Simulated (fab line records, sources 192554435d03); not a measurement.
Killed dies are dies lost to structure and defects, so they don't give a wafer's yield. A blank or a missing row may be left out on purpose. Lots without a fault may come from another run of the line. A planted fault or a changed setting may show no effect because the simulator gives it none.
Split-lot experiment | flow n5_finfet | 7 lots, 21 wafers read, on a route of 1938 steps

THE SPLIT
At N5_HKMG_FIN_ETCH_54 (etches SiARC in CF4, target depth 45.5 nm, time 75.8 s), the setting source_w was moved away from the recipe's 545 W on 4 of the 21 wafers read, by -17.7% to +9.9%. The other wafers ran this setting at the recipe's value.

The reading is taken at the split's own step.

THE READING
rf_vpp_V, in V, at N5_HKMG_FIN_ETCH_54 (etches SiARC in CF4, target depth 45.5 nm, time 75.8 s). Fault-free wafers of this fab line usually give 184.1 V, standard deviation 1.4 V.

wafer  | tool, chamber at the split | source_w as run, W | against the recipe | rf_vpp_V, V | against lot-mates on the recipe
L074.3 | rie_diel-01, 0             | 545                | recipe             | 183.9       | -
L074.5 | rie_diel-01, 0             | 545                | recipe             | 184.5       | -
L074.6 | rie_diel-01, 1             | 545                | recipe             | 183.2       | -
L078.1 | rie_diel-03, 3             | 545                | recipe             | 185.8       | -
L078.2 | rie_diel-03, 2             | 599.2              | +9.9%              | 176.4       | -9.4
L078.4 | rie_diel-03, 0             | 599.2              | +9.9%              | 177.0       | -8.8
L082.4 | rie_diel-01, 0             | 545                | recipe             | 183.4       | -
L082.5 | rie_diel-01, 1             | 545                | recipe             | 184.7       | -
L082.6 | rie_diel-01, 3             | 545                | recipe             | 186.0       | -
L084.1 | rie_diel-01, 1             | 448.3              | -17.7%             | 196.2       | +13.2
L084.4 | rie_diel-01, 1             | 545                | recipe             | 183.0       | -
L084.6 | rie_diel-01, 3             | 448.3              | -17.7%             | 197.3       | +14.3
L089.1 | rie_diel-03, 2             | 545                | recipe             | 181.4       | -
L089.4 | rie_diel-03, 2             | 545                | recipe             | 183.1       | -
L089.5 | rie_diel-03, 3             | 545                | recipe             | 183.2       | -
L092.2 | rie_diel-05, 0             | 545                | recipe             | 182.7       | -
L092.3 | rie_diel-05, 3             | 545                | recipe             | 182.9       | -
L092.6 | rie_diel-05, 1             | 545                | recipe             | 185.2       | -
L097.1 | rie_diel-05, 2             | 545                | recipe             | 186.2       | -
L097.3 | rie_diel-05, 1             | 545                | recipe             | 182.9       | -
L097.6 | rie_diel-05, 0             | 545                | recipe             | 182.7       | -

THE FIT
A straight line over all 21 wafers: rf_vpp_V changes by -0.726 V for each +1% of source_w; r = -0.97; the points scatter about the line by 1.3 V.
The same after taking each lot's own level away (the mean of its wafers on the recipe; 21 wafers): -0.811 V for each +1%; r = -0.98; scatter 1.1 V.
On that fit, the largest move of source_w shifts the reading by 14 V.
The lots' own levels span 182.57 to 185.80 V, that is 2.3 times the standard deviation above.
So the lot-to-lot level changes the slope: the two fits differ.
Check: with one of the wafers moved furthest among these (-17.7%) left out of the fit, the line predicts +14.9 V for it against its lot-mates. It came out at +13.2 V against them.
Tool readings at the split's step, against how far the setting was moved: rf_vpp_V r = -0.97.

OTHER SPLITS ON THESE WAFERS
These wafers also went through other splits before the reading. Each is held against what the fit with the lots' levels taken away leaves over:
other split on the same wafers | wafers away from the commonest value | r with rf_vpp_V (lot level and that fit taken away)
N5_SDB_COAT_05 spin_rpm        | 9                                    | +0.00

THE FILE'S OWN FIT
rf_vpp_V changes by -0.808 V for each +1% of source_w, r = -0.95.
